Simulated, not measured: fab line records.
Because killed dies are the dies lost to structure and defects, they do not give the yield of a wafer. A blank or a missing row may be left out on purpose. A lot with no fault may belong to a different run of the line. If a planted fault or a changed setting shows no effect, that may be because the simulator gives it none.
fab line records | flow n5Finfet
[record] lots = 7 wafers = 39
route steps=1938 shown FIN_SAQP@100 DUMMY_GATE@215 BEOL_M5@1160 BEOL_M7@1329
startH: the number of hours between the record's first day and the start of the first shown wafer of the lot | waitH: time in hours since the lot's previous step | " as in the row above | L1.1+2: a single row standing in for several wafers | - value missing, or start not given | * or withheld: withheld | < > ~ a bound
route shown NAME@n: a module of which the file shows steps, and the number in the route of the first | usual: the fault-free wafers' mean and standard deviation | same: alike in all rows | chamber/n: place in a boat | sites: readings site by site | _std_site: standard deviation of those values | _edge_site: inner sites' mean taken away from outer sites' mean | radiusMm: for every site, how far away it sits from the centre of the wafer | mask NAME#n: copy n | behind: tool/chamber where the wafer was last shaped | hold: the reason the lot was held/the length of the hold in hours/how it ended | device: the transistor (n, p or np) that didn't switch | end of line: tests of these same wafers at the route's end | where a step has no rows: the recipe by itself | killed: count of dies lost to structure and defects at first sort (not the wafer's yield) | map: the dies of a wafer, with x for killed, . for not killed, _ for no die there
set.NAME: the run value of the setting; set.NAME@STEP: its run value at that earlier step | model.NAME: the simulator's own value behind a step, which no gauge read
lots run with intentionally changed settings; tables by step, rows by wafer
[[steps]]
[step N5_FIN_SAQP_PECVD_06]
[recipe] material = a-Si targetThkA = 600 tempC = 400 precursor = SiH4/He pressureTorr = 3 rfW = 100 timeS = 48.1
// columns lot.wafer tool chamber startH waitH set.timeS model.a-Si_of_FIN_SAQP_PECVD_06.thkNm
L076.1 pecvd-03 0 33.23 0.0 39.12 48.81
L076.2 " 1 " " 48.1 60.08
L076.3 " 2 " " 39.12 48.3
L076.4 " 0 " " 39.12 49.62
L076.5 " 2 " " 48.1 61.19
L076.6 " 1 " " 48.1 60.88
L079.2 pecvd-02 2 51.23 0.0 48.1 59.64
L079.3 " 1 " " 48.1 59.13
L079.6 " 0 " " 48.1 60.09
L081.1 pecvd-03 0 63.64 0.0 48.1 60.33
L081.2 " 1 " " 64.96 81.74
L081.3 " 2 " " 64.96 81.24
L081.4 " 0 " " 64.96 82.28
L081.5 " 2 " " 48.1 60.81
L081.6 " 1 " " 48.1 60.63
L083.1 pecvd-04 1 76.00 0.0 33.29 41.11
L083.2 " 0 " " 33.29 41.15
L083.3 " 2 " " 48.1 59.63
L083.4 " 0 " " 48.1 59.98
L083.5 " 2 " " 48.1 60.91
L083.6 " 1 " " 33.29 42.52
L084.1 pecvd-02 0 81.90 0.0 27.26 33.83
L084.2 " 2 " " 48.1 60.47
L084.3 " 1 " " 48.1 60.31
L084.4 " 1 " " 27.26 34.65
L084.5 " 2 " " 48.1 60.75
L084.6 " 0 " " 27.26 34.52
L085.1 pecvd-03 1 88.66 0.0 48.1 60.35
L085.2 " 2 " " 48.1 59.66
L085.3 " 0 " " 48.1 60.25
L085.4 " 0 " " 48.1 61.15
L085.5 " 2 " " 48.1 60.96
L085.6 " 1 " " 48.1 61.04
L091.1 pecvd-03 2 123.63 0.0 48.1 59.48
L091.2 " 0 " " 48.1 59.95
L091.3+5 " 1,0 " " 48.1 60.18
L091.4 " 2 " " 48.1 61.01
L091.6 " 1 " " 48.1 60.05
[step N5_FIN_SAQP_THK_MEAS_07]
[usual] thkNm = 60.2/0.61
// columns lot.wafer tool chamber startH waitH set.timeS@FIN_SAQP_PECVD_06 thkNm
L076.1 filmMetro-01 - 33.32 0.1 39.12 48.8
L076.2 " - " " 48.1 60.0
L076.3 " - " " 39.12 48.3
L076.4 " - " " 39.12 49.6
L076.5 " - " " 48.1 61.2
L076.6 " - " " 48.1 60.9
L079.2 filmMetro-02 - 51.32 0.1 48.1 59.6
L079.3 " - " " 48.1 59.1
L079.6 " - " " 48.1 60.1
L081.1 filmMetro-01 - 63.72 0.1 48.1 60.3
L081.2 " - " " 64.96 81.8
L081.3 " - " " 64.96 81.3
L081.4 " - " " 64.96 82.2
L081.5 " - " " 48.1 60.8
L081.6 " - " " 48.1 60.7
L083.1 filmMetro-01 - 76.08 0.1 33.29 41.1
L083.2 " - " " 33.29 41.2
L083.3 " - " " 48.1 59.7
L083.4 " - " " 48.1 60.0
L083.5 " - " " 48.1 60.9
L083.6 " - " " 33.29 42.5
L084.1 filmMetro-01 - 81.99 0.1 27.26 33.8
L084.2 " - " " 48.1 60.4
L084.3 " - " " 48.1 60.3
L084.4 " - " " 27.26 34.7
L084.5 " - " " 48.1 60.7
L084.6 " - " " 27.26 34.5
L085.1 filmMetro-01 - 88.75 0.1 48.1 60.4
L085.2 " - " " 48.1 59.6
L085.3 " - " " 48.1 60.2
L085.4 " - " " 48.1 61.2
L085.5 " - " " 48.1 61.0
L085.6 " - " " 48.1 61.0
L091.1 filmMetro-01 - 123.72 0.1 48.1 59.5
L091.2 " - " " 48.1 59.9
L091.3 " - " " 48.1 60.2
L091.4 " - " " 48.1 61.0
L091.5 " - " " 48.1 60.2
L091.6 " - " " 48.1 60.1
[step N5_FIN_SAQP_HM_DEP_72]
[recipe] material = SiO2 targetThkA = 120 tempC = 400 precursor = SiH4/N2O pressureTorr = 0.75 rfW = 275 timeS = 7.2
[step N5_FIN_SAQP_COAT_49]
[recipe] resist = SOC tempC = 250 timeS = 60 spinRpm = 1500 resistThkNm = 100
[step N5_FIN_SAQP_HM_OPEN_73]
[recipe] chemistry = CHF3/O2 target = SiO2 stopOn = a-Si targetDepthA = 120 overEtchFrac = 1.8 maskMaterial = SOC timeS = 16.8 pressureMtorr = 30 sourceW = 650 biasW = 170 Ar_flow_sccm = 200 CHF3_flow_sccm = 50 O2_flow_sccm = 5 ionEnergyEv = 200 ends = endPoint
[step N5_FIN_SAQP_STRIP_74]
[recipe] chemistry = CHF3/O2 resist = SiARC rfFrequencyHz = 6e+07
[step N5_FIN_SAQP_MANDREL_ETCH_22]
[recipe] targetDepthA = 600 chemistry = HBr/Cl2 target = a-Si stopOn = SiNx btTimeS = 10 overEtchFrac = 0.5 timeS = 30 pressureMtorr = 10 icpW = 800 biasW = 75 HBr_flow_sccm = 150 Cl2_flow_sccm = 80 ends = endPoint
[usual] oesProductAu = 0.776/0.013
// columns lot.wafer tool chamber startH waitH set.timeS@FIN_SAQP_PECVD_06 oesProductAu model.etch.depthNm
L076.1 rieSi-01 1 34.44 0.0 39.12 0.678 48.78
L076.2 " 3 " " 48.1 0.775 60.08
L076.3 " 2 " " 39.12 0.682 48.23
L076.4 " 0 " " 39.12 0.702 49.58
L076.5 " 1 " " 48.1 0.780 61.15
L076.6 " 0 " " 48.1 0.795 60.88
L079.2 rieSi-03 2 52.06 0.0 48.1 0.751 59.62
L079.3 " 1 " " 48.1 0.768 59.05
L079.6 " 2 " " 48.1 0.757 60.07
L081.1 rieSi-04 2 64.59 0.0 48.1 0.777 60.32
L081.2 " 1 " " 64.96 0.954 81.74
L081.3 " 0 " " 64.96 0.948 81.24
L081.4 " 3 " " 64.96 0.944 82.28
L081.5 " 0 " " 48.1 0.785 60.81
L081.6 " 3 " " 48.1 0.787 60.61
L083.1 rieSi-04 1 77.55 0.0 33.29 0.638 41.11
L083.2 " 2 " " 33.29 0.627 41.14
L083.3 " 3 " " 48.1 0.777 59.57
L083.4 " 0 " " 48.1 0.783 59.96
L083.5 " 0 " " 48.1 0.793 60.91
L083.6 " 3 " " 33.29 0.641 42.49
L084.1 rieSi-04 0 82.87 0.0 27.26 0.576 33.83
L084.2 " 2 " " 48.1 0.774 60.47
L084.3 " 3 " " 48.1 0.784 60.31
L084.4 " 1 " " 27.26 0.586 34.64
L084.5 " 1 " " 48.1 0.794 60.74
L084.6 " 0 " " 27.26 0.584 34.52
L085.1 rieSi-04 3 89.74 0.0 48.1 0.783 60.33
L085.2 " 2 " " 48.1 0.760 59.63
L085.3 " 0 " " 48.1 0.787 60.18
L085.4 " 1 " " 48.1 0.798 61.15
L085.5 " 2 " " 48.1 0.776 60.93
L085.6 " 3 " " 48.1 0.786 60.97
L091.1 rieSi-01 1 124.58 0.0 48.1 0.758 59.47
L091.2 " 3 " " 48.1 0.772 59.93
L091.3 " 0 " " 48.1 0.787 60.18
L091.4 " 2 " " 48.1 0.779 61.01
L091.5 " 1 " " 48.1 0.765 60.17
L091.6 " 0 " " 48.1 0.781 60.05
[step N5_DUMMY_GATE_CVD_03]
[recipe] material = a-Si targetThkA = 1500 tempC = 530 precursor = SiH4 timeS = 8042
// columns lot.wafer tool chamber startH waitH set.targetThkA model.a-Si_of_DUMMY_GATE_CVD_03.thkNm
L076.1 - - - 0.6 1108 112.2
L076.2+6 " - " " 1108 111.2
L076.3 " - " " 1108 112.4
L076.4 " - " " 1108 110.6
L076.5 " - " " 1108 111.4
L079.2 lpcvd-01 0/70 67.34 0.1 1500 148.4
L079.3 " 0/75 " " 1500 149.8
L079.6 " 0/89 " " 1500 149
L081.1+6 - - - 0.1 995.5 101.2
L081.2 " - " " 995.5 100.6
L081.3 " - " " 995.5 101
L081.4 " - " " 995.5 102
L081.5 " - " " 995.5 100.2
L083.1 - - - 0.1 1500 149.6
L083.2 " - " " 1500 150
L083.3+6 " - " " 1500 148.8
L083.4 " - " " 1500 150.2
L083.5 " - " " 1500 149.4
L084.1+4 - - - 0.1 1257 122.2
L084.2+6 " - " " 1257 123
L084.3 " - " " 1257 124
L084.5 " - " " 1257 122.4
L085.1+4+5+6 - - - 0.1 1500 151.4
L085.2 " - " " 1500 149.8
L085.3 " - " " 1500 150
L091.1+6 - - - 0.1 837.2 84.8
L091.2 " - " " 837.2 84
L091.3 " - " " 837.2 85.6
L091.4 " - " " 837.2 84.6
L091.5 " - " " 837.2 85
[step N5_BEOL_M5_TRENCH_ETCH_37]
[recipe] chemistry = C4F6/O2 targetDepthA = 716.52 target = SiCOH_lowk timeS = 24.7 ionEnergyEv = 250 pressureMtorr = 30 sourceW = 345 biasW = 185 Ar_flow_sccm = 300 C4F6_flow_sccm = 10 O2_flow_sccm = 10
// columns lot.wafer tool chamber startH waitH set.targetDepthA model.etch.depthNm model.BEOL_M5.featureDepthNm model.TiN_of_BEOL_M5_HM_DEP_02.thkNm
L076.1 rieDiel-03 3 - - 716.52 71.5 71.6 18
L076.2 " 2 " " 1049 103 103 17
L076.3 " 1 " " 1049 103.9 104 16.8
L076.4 " 0 " " 716.52 71.39 71.4 17.8
L076.5 " 2 " " 716.52 70.99 71 18
L076.6 " 3 " " 1049 105.4 105.4 17
L079.2 rieDiel-03 2 - - 716.52 71.41 71.4 17.8
L079.3 " 1 " " 716.52 72.29 72.2 17.8
L079.6 " 2 " " 716.52 71.77 71.8 18
L081.1 rieDiel-04 3 - - 716.52 71.56 71.6 18.4
L081.2 " 2 " " 716.52 71.13 71.2 18
L081.3 " 0 " " 716.52 71.99 72 18
L081.4 " 1 " " 716.52 74.28 74.2 18
L081.5 " 0 " " 716.52 71.81 71.8 18.2
L081.6 " 3 " " 716.52 71.2 71.2 18
L083.1 rieDiel-04 0 - - 716.52 71.2 71.2 18.2
L083.2 " 3 " " 716.52 71.35 71.4 18.2
L083.3 " 2 " " 716.52 70.75 70.8 18
L083.4 " 3 " " 716.52 71.02 71 18
L083.5 " 0 " " 716.52 71.33 71.4 18.2
L083.6 " 2 " " 716.52 70.66 70.6 18
L084.1 rieDiel-04 0 - - 716.52 71.39 71.4 17.8
L084.2 " 1 " " 478 49.3 49.2 18.4
L084.3 " 3 " " 716.52 70.99 71 17.8
L084.4 " 0 " " 478 47.74 47.8 18.4
L084.5 " 3 " " 478 47.33 47.4 18.4
L084.6 " 1 " " 716.52 73.46 73.4 17.8
L085.1 rieDiel-03 1 - - 348.4 35.03 35 18.8
L085.2 " 2 " " 348.4 35.05 35 18.8
L085.3 " 3 " " 716.52 72.67 72.6 17.6
L085.4 " 0 " " 716.52 72.48 72.4 17.8
L085.5 " 2 " " 716.52 71.83 71.8 17.8
L085.6 " 1 " " 348.4 35.06 35 18.8
L091.1 rieDiel-04 2 - - 716.52 72.56 72.6 18.2
L091.2 " 0 " " 716.52 70.66 70.6 18.2
L091.3 " 1 " " 716.52 73.67 73.6 17.8
L091.4 " 3 " " 983.2 96.93 97 17.2
L091.5 " 1 " " 983.2 100.7 100.6 17.2
L091.6 " 2 " " 983.2 100 100 17.2
[step N5_BEOL_M5_ETCH_41]
[recipe] chemistry = CH3F/O2 target = SiCN targetDepthA = 315 taperDeg = 2 timeS = 56.7 ionEnergyEv = 120 maskMaterial = TiN pressureMtorr = 30 sourceW = 395 biasW = 75 Ar_flow_sccm = 150 CH3F_flow_sccm = 30 O2_flow_sccm = 20
[step N5_BEOL_M5_STRIP_91]
[recipe] chemistry = N2/H2 timeS = 10 powerW = 450 tempC = 40 pressureMtorr = 20 rfFrequencyHz = 6e+07 biasPowerW = 7 n2FlowSccm = 200 h2FlowSccm = 200
[step N5_BEOL_M5_OCD_MEAS_38]
[usual] trenchDepthNm = 71.8/1
// columns lot.wafer tool chamber startH waitH set.targetDepthA@BEOL_M5_TRENCH_ETCH_37 trenchDepthNm
L076.1 ocd-01 - 189.13 - 716.52 71.4
L076.2 " - " " 1049 103.1
L076.3 " - " " 1049 104.5
L076.4 " - " " 716.52 71.3
L076.5 " - " " 716.52 71.5
L076.6 " - " " 1049 105.5
L079.2 ocd-02 - 197.76 - 716.52 71.0
L079.3 " - " " 716.52 71.9
L079.6 " - " " 716.52 71.9
L081.1 ocd-01 - 223.99 - 716.52 71.7
L081.2 " - " " 716.52 70.7
L081.3 " - " " 716.52 72.3
L081.4 " - " " 716.52 74.3
L081.5 " - " " 716.52 71.6
L081.6 " - " " 716.52 70.9
L083.1 ocd-01 - 239.51 - 716.52 71.1
L083.2 " - " " 716.52 71.5
L083.3 " - " " 716.52 70.7
L083.4 " - " " 716.52 70.6
L083.5 " - " " 716.52 71.2
L083.6 " - " " 716.52 70.8
L084.1 ocd-01 - 248.26 - 716.52 71.1
L084.2 " - " " 478 49.2
L084.3 " - " " 716.52 71.2
L084.4 " - " " 478 48.2
L084.5 " - " " 478 47.8
L084.6 " - " " 716.52 73.1
L085.1 ocd-01 - 255.28 - 348.4 34.9
L085.2 " - " " 348.4 34.9
L085.3 " - " " 716.52 73.0
L085.4 " - " " 716.52 72.3
L085.5 " - " " 716.52 71.8
L085.6 " - " " 348.4 35.4
L091.1 ocd-02 - 282.03 - 716.52 72.7
L091.2 " - " " 716.52 70.3
L091.3 " - " " 716.52 73.9
L091.4 " - " " 983.2 96.4
L091.5 " - " " 983.2 100.9
L091.6 " - " " 983.2 100.1
[step N5_BEOL_M5_SPUTTER_83]
[recipe] material = Cu targetThkA = 150 tempC = -20 chamberPressurePa = 0.07 powerW = withheld timeS = 27.62
// columns lot.wafer tool chamber startH waitH set.timeS
L076.1+3+4 pvdSputter-01 - 193.31 0.5 19.03
L076.2+5+6 " - " " 27.62
L079.2+3+6 pvdSputter-01 - 201.24 0.5 27.62
L081.1+2+3+4+5+6 pvdSputter-03 - 228.15 0.5 27.62
L083.1+2+3+4+5+6 pvdSputter-01 - 243.10 0.5 27.62
L084.1+3+5 pvdSputter-03 - 253.85 0.5 42.54
L084.2+4+6 " - " " 27.62
L085.1+3+4 pvdSputter-03 - 259.37 0.5 33.13
L085.2+5+6 " - " " 27.62
L091.1+3+6 pvdSputter-02 - 287.93 0.5 27.62
L091.2+4+5 " - " " 43.79
[step N5_BEOL_M5_ANNEAL_84]
[recipe] tempC = 400 timeS = 1800 ambient = vacuum
[step N5_BEOL_M5_SPUTTER_88]
[recipe] material = Cu targetThkA = 150 tempC = -20 chamberPressurePa = 0.07 powerW = withheld timeS = 27.62
[step N5_BEOL_M5_ECD_50]
[recipe] material = Cu targetThkA = 3000
[step N5_BEOL_M5_ANNEAL_51]
[recipe] tempC = 225 timeS = 90 ambient = N2
[step N5_BEOL_M5_CMP_52]
[recipe] stopOn = SiCOH_lowk tOverpolishS = 6.9 downForcePsi = 1 platenRpm = 50 clearingPlatenDownForcePsi = 1.5 clearingPlatenRpm = 50 postCmpClean = cuAlkaline targetThkNm = 62 clearingPlatenPadVelocityMS = 0.99484 padVelocityMS = 0.99484
// columns lot.wafer tool chamber startH waitH set.targetDepthA@BEOL_M5_TRENCH_ETCH_37 model.Cu_of_BEOL_M5_ECD_50.thkNm
L076.4+1 cmp-04 0,1 196.49 0.1 716.52 -
L076.3 " 2 " " 1049 -
L076.2 " 3 " " 1049 92.6
L076.5 " 0 " " 716.52 61.4
L076.6 " 1 " " 1049 96.6
L079.2 cmp-02 0 204.12 0.3 716.52 61.4
L079.3 " 1 " " 716.52 63.2
L079.6 " 3 " " 716.52 63.8
L081.4 cmp-01 3 230.84 0.1 716.52 64.8
L081.3 " 0 " " 716.52 61.6
L081.2+5 " 1,0 " " 716.52 62.6
L081.1 " 2 " " 716.52 62.8
L081.6 " 3 " " 716.52 61.4
L083.3 cmp-01 2 246.22 0.2 716.52 61.6
L083.2+4 " 3,0 " " 716.52 62
L083.1 " 1 " " 716.52 62.4
L083.6 " 2 " " 716.52 62.6
L083.5 " 3 " " 716.52 61.8
L084.4 cmp-02 3 256.94 0.1 478 38.8
L084.3+1 " 0,2 " " 716.52 -
L084.2 " 1 " " 478 37
L084.6 " 3 " " 716.52 63.4
L084.5 " 0 " " 478 -
L085.3+4 cmp-04 0,2 262.05 0.2 716.52 -
L085.2 " 1 " " 348.4 25.6
L085.1 " 3 " " 348.4 -
L085.5 " 0 " " 716.52 62.2
L085.6 " 1 " " 348.4 25.8
L091.4+5 cmp-04 3,0 290.60 0.1 983.2 -
L091.1 " 0 " " 716.52 64.6
L091.3 " 1 " " 716.52 66.4
L091.2 " 2 " " 716.52 -
L091.6 " 3 " " 983.2 92.4
[step N5_BEOL_M5_PRE_CLEAN_77]
[recipe] gas = NH3/H2 timeS = 15 tempC = * rfPowerW = 300
[step N5_BEOL_M5_PRE_CLEAN_55]
[recipe] gas = NH3 timeS = 15 tempC = withheld rfPowerW = 300
[step N5_BEOL_M5_DEP_56]
[recipe] material = SiCN targetThkA = 80 tempC = withheld precursor = 3MS/NH3 pressureTorr = 3 rfW = 202 timeS = 14
[step N5_BEOL_M5_RS_MEAS_57]
[recipe] thkMeasGauge = four-point-probe reads = Co_of_BEOL_M5_CO_CAP_78+Cu_of_BEOL_M5_ECD_50+Co_of_BEOL_M5_CVD_47+TaN_of_BEOL_M5_ALD_86
[usual] M5_RS = 0.384/0.01
// columns lot.wafer tool chamber startH waitH set.targetDepthA@BEOL_M5_TRENCH_ETCH_37 M5_RS[ohm/sq]
L076.1 filmMetro-01 - 197.04 0.0 716.52 0.394
L076.2 " - " " 1049 0.240
L076.3 " - " " 1049 0.236
L076.4 " - " " 716.52 0.396
L076.5 " - " " 716.52 0.392
L076.6 " - " " 1049 0.229
L079.2 filmMetro-02 - 204.73 0.1 716.52 0.392
L079.3 " - " " 716.52 0.378
L079.6 " - " " 716.52 0.375
L081.1 filmMetro-01 - 231.63 0.0 716.52 0.381
L081.2 " - " " 716.52 0.383
L081.3 " - " " 716.52 0.390
L081.4 " - " " 716.52 0.367
L081.5 " - " " 716.52 0.383
L081.6 " - " " 716.52 0.392
L083.1 filmMetro-01 - 246.78 0.0 716.52 0.385
L083.2 " - " " 716.52 0.387
L083.3 " - " " 716.52 0.389
L083.4 " - " " 716.52 0.387
L083.5 " - " " 716.52 0.389
L083.6 " - " " 716.52 0.380
L084.1 filmMetro-02 - 257.49 0.0 716.52 0.396
L084.2 " - " " 478 0.739
L084.3 " - " " 716.52 0.405
L084.4 " - " " 478 0.696
L084.5 " - " " 478 0.749
L084.6 " - " " 716.52 0.377
L085.1 filmMetro-01 - 262.60 0.0 348.4 1.179
L085.2 " - " " 348.4 1.209
L085.3 " - " " 716.52 0.382
L085.4 " - " " 716.52 0.367
L085.5 " - " " 716.52 0.387
L085.6 " - " " 348.4 1.199
L091.1 filmMetro-02 - 291.17 0.1 716.52 0.368
L091.2 " - " " 716.52 0.367
L091.3 " - " " 716.52 0.356
L091.4 " - " " 983.2 0.251
L091.5 " - " " 983.2 0.243
L091.6 " - " " 983.2 0.241
[step N5_BEOL_M7_DEP_56]
[recipe] material = SiCN targetThkA = 100 tempC = withheld precursor = 3MS/NH3 pressureTorr = 3 rfW = 202 timeS = 17.5
// columns lot.wafer tool chamber startH waitH set.targetThkA model.SiCN_of_BEOL_M7_DEP_56.thkNm
L076.1+3 pecvd-02 0,2 213.17 0.0 100 10
L076.2+6 " 1 " " 42.5 4.2
L076.4 " 0 " " 42.5 4.6
L076.5 " 2 " " 100 10.2
L079.2 pecvd-03 0 226.77 0.0 100 10
L079.3 " 1 " " 100 9.8
L079.6 " 2 " " 100 10.2
L081.1 pecvd-03 1 248.36 0.0 100 10
L081.2 " 0 " " 134.1 13.2
L081.3 " 2 " " 100 9.6
L081.4+5 " 1,0 " " 134.1 13.4
L081.6 " 2 " " 100 9.8
L083.1+4 pecvd-03 0,1 262.56 0.0 100 10
L083.2 " 1 " " 100 9.8
L083.3 " 2 " " 125.3 12.4
L083.5+6 " 2,0 " " 125.3 12.6
L084.1 pecvd-01 2 272.27 0.0 100 10
L084.2 " 0 " " 100 9.8
L084.3+4+6 " 1,0,2 " " 48.34 5
L084.5 " 1 " " 100 10.2
L085.1+5+6 pecvd-03 0,2,0 281.90 0.0 46.73 4.6
L085.2 " 2 " " 100 9.8
L085.3+4 " 2,0 " " 100 10
L091.1+6 pecvd-02 2,1 306.16 0.0 135.3 13.6
L091.2 " 1 " " 135.3 13.4
L091.3 " 0 " " 100 9.8
L091.4 " 0 " " 100 10
L091.5 " 2 " " 100 10.2
[[key]]
[split] step = N5_FIN_SAQP_PECVD_06 setting = timeS stated = 48.1 by = wafer
[response] step = N5_FIN_SAQP_PECVD_06 reading = model.a-Si_of_FIN_SAQP_PECVD_06.thkNm change = +0.606 per = 1% r = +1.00
[response] step = N5_FIN_SAQP_THK_MEAS_07 reading = thkNm change = * per = 1% r = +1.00
[response] step = N5_FIN_SAQP_MANDREL_ETCH_22 reading = oesProductAu change = +0.00476 per = 1% r = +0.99
[response] step = N5_FIN_SAQP_MANDREL_ETCH_22 reading = model.etch.depthNm change = +0.606 per = 1% r = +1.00
[split] step = N5_DUMMY_GATE_CVD_03 setting = targetThkA stated = 1500 by = lot
[response] step = N5_DUMMY_GATE_CVD_03 reading = model.a-Si_of_DUMMY_GATE_CVD_03.thkNm change = +1.46 per = 1% r = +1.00
[split] step = N5_BEOL_M5_TRENCH_ETCH_37 setting = targetDepthA stated = 716.52 by = wafer
[response] step = N5_BEOL_M5_TRENCH_ETCH_37 reading = model.etch.depthNm change = +0.718 per = 1% r = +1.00
[response] step = N5_BEOL_M5_TRENCH_ETCH_37 reading = model.BEOL_M5.featureDepthNm change = +0.718 per = 1% r = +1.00
[response] step = N5_BEOL_M5_TRENCH_ETCH_37 reading = model.TiN_of_BEOL_M5_HM_DEP_02.thkNm change = -0.0211 per = 1% r = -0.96
[response] step = N5_BEOL_M5_OCD_MEAS_38 reading = trenchDepthNm change = +0.717 per = 1% r = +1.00
[response] step = N5_BEOL_M5_CMP_52 reading = model.Cu_of_BEOL_M5_ECD_50.thkNm change = +0.723 per = 1% r = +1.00
[response] step = N5_BEOL_M5_RS_MEAS_57 reading = M5_RS shape = bent atLowest = 1.196 atStated = 0.383 atHighest = 0.235
[split] step = N5_BEOL_M5_SPUTTER_83 setting = timeS stated = 27.62 by = wafer
response none clear
[split] step = N5_BEOL_M7_DEP_56 setting = targetThkA stated = 100 by = wafer
[response] step = N5_BEOL_M7_DEP_56 reading = model.SiCN_of_BEOL_M7_DEP_56.thkNm change = +0.0997 per = 1% r = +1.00
